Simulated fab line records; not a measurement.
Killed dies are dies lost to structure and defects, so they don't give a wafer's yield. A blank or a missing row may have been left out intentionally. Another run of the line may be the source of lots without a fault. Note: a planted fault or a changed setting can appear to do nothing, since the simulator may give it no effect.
Struck lot and sound lot, side by side || flow nand_harc || 39 out of 1159 route steps
Sound: wafers L349.2, L349.5, L349.6. Struck: wafer L359.1 (L359.3, L359.5, from the same lot, were not struck and are left out); the cause is given at the end.
For every step that has rows: the tool of each side, followed by ch and its chambers, followed by its first start. Under that, the readings that differ: sound wafers || struck wafers || difference of the means || sigmas: that difference in standard deviations of wafers without a fault.
alike: same words and numbers on both sides, and readings whose means sit less than 2 such deviations apart. not compared: any withheld reading, any reading some wafer has no value for, any bound like >300 that may hide the same value, and any number with overlapping values for which the record gives no deviation.
Wherever a step has rows on one side only, a row that says differs or no value, or a row with sigmas, the two part there. Numbers that have no deviation but don't overlap get no sigmas and don't part them. A reading that every wafer of one side lacks parts them only if that side has two wafers or more.

first, 1 step without rows for these wafers: NHARC_A_BONDPAD_HARDBAKE_10 (time 65 s).
NHARC_A_BONDPAD_DESCUM_11: chemistry O2, time 3 s.
  sound on rie_diel-03 ch 1,2,3, day 19 14:38; struck on rie_diel-03 ch 2, day 24 10:41
  alike: drypump_motor_current_A, mfc_ar_sccm, oes_product_au, rf_vpp_V, showerhead_plenum_p_Torr, throttle_valve_pct
  not compared: rf_hours_counter_h
NHARC_A_BONDPAD_ETCH_34: etches the open film in N2/H2, target depth 60 nm, overetch 18 nm, time 65.91 s.
  sound on rie_diel-03 ch 0,3, day 19 14:42; struck on rie_diel-03 ch 3, day 24 10:47
  alike: bias_w, drypump_motor_current_A, mfc_ar_sccm, n2_flow_sccm, oes_product_au, rf_vpp_V, showerhead_plenum_p_Torr, throttle_valve_pct
  not compared: rf_hours_counter_h
NHARC_A_BONDPAD_ETCH_12: etches the open film in CHF3/O2, target depth 220 nm, time 110 s.
  sound: rie_diel-03 ch 0,1,2; struck: rie_diel-03 ch 2
  alike: bias_w, drypump_motor_current_A, mfc_ar_sccm, oes_product_au, rf_vpp_V, showerhead_plenum_p_Torr, throttle_valve_pct
  not compared: rf_hours_counter_h
NHARC_A_BONDPAD_CD_MEAS_13:
  sound on cd_sem-01 at day 19 14:56; struck on cd_sem-03 at day 24 11:01
  alike: cd_nm
then, 3 steps without rows for these wafers: NHARC_A_BONDPAD_STRIP_15 (strips in O2); NHARC_A_BONDPAD_ETCH_24 (etches the open film in CF4/N2, target depth 30 nm, time 72.99 s); NHARC_A_BONDPAD_STRIP_16 (strips in post etch residue remover, time 600 s).
NHARC_A_BONDPAD_DEGAS_25: time 60 s.
  sound on pvd_sputter-01 at day 19 15:33; struck on pvd_sputter-02 at day 24 11:38
  alike: heater_power_w
then, 3 steps without rows for these wafers: NHARC_A_BONDPAD_PRE_CLEAN_26 (time 30 s); NHARC_A_BONDPAD_PVD_17 (deposits TaN, target thk 5 nm, time 8.06 s); NHARC_A_BONDPAD_PVD_27 (deposits Cu, target thk 30 nm, time 20.49 s).
NHARC_A_BONDPAD_ECD_18: material Cu, target thk 400 nm.
  sound on ecd_cu-02 ch 0,1, day 19 15:56; struck on ecd_cu-01 ch 0,1, day 24 12:16
then, 1 step without rows for these wafers: NHARC_A_BONDPAD_ANNEAL_28 (time 90 s).
NHARC_A_BONDPAD_CMP_19: polishes, t overpolish 30 s, cu recess touch 16 s, target thk 169.8 nm.
  sound on cmp-01 ch 0,2,3, day 19 16:45; struck on cmp-04 ch 1, day 24 13:10
  alike: motor_current_A, overpolish_run_s
  not compared: pad_life_wafers
NHARC_A_BONDPAD_THK_MEAS_20: measures by xrf.
  sound on film_metro-02 at day 19 16:59; struck on film_metro-02 at day 24 13:27
  alike: thk_nm
then, 6 steps without rows for these wafers: NHARC_A_BONDPAD_SRD_21 (time 30 s, dry time 20 s); NHARC_HYBRID_BOND_ACTIVATE_00 (chemistry N2, time 60 s); NHARC_HYBRID_BOND_PRECLEAN_01 (cleans in DIW, time 300 s); NHARC_HYBRID_BOND_SRD_02 (time 30 s, dry time 20 s); NHARC_HYBRID_BOND_BOND_03; NHARC_HYBRID_BOND_ANNEAL_04 (time 7200 s).
NHARC_HYBRID_BOND_OVL_MEAS_05:
  sound on overlay-01 at day 20 01:20; struck on overlay-02 at day 24 23:26
{"reading": "overlay_x_nm (nm)", "sound": "12 20 -16", "struck": -92, "difference": -97, "sigmas": -3}
  alike: overlay_y_nm
then, 2 steps without rows for these wafers: NHARC_THIN_TSV_GRIND_00; NHARC_THIN_TSV_CMP_01 (polishes).
NHARC_THIN_TSV_THK_MEAS_02: measures by ir.
  sound on film_metro-02 at day 20 03:03; struck on film_metro-01 at day 25 01:08
  alike: thk_nm
then, 12 steps without rows for these wafers: NHARC_THIN_TSV_SRD_03; NHARC_THIN_TSV_PRECLEAN_41 (cleans in SC1); NHARC_THIN_TSV_SRD_42; NHARC_THIN_TSV_DEP_43 (deposits SiO2, target thk 1328.5 nm); NHARC_THIN_TSV_DEHYDRATE_04 (time 120 s); NHARC_THIN_TSV_HMDS_05 (time 30 s); NHARC_THIN_TSV_COAT_06; NHARC_THIN_TSV_SOFTBAKE_07 (time 95 s); NHARC_THIN_TSV_EBR_08; NHARC_THIN_TSV_EXPOSE_09 (exposes mask TSV); NHARC_THIN_TSV_PEB_10 (peb time 85 s); NHARC_THIN_TSV_DEVELOP_11 (time 70 s).
NHARC_END_SORT_01:
  only the struck wafers appear in the record here, on prober-01 ch 0 at day 25 17:35; the sound ones have no rows

WHERE THEY PART
At NHARC_HYBRID_BOND_OVL_MEAS_05 first; at NHARC_END_SORT_01 last (within this record only).

WHY: what had been put in by the simulator
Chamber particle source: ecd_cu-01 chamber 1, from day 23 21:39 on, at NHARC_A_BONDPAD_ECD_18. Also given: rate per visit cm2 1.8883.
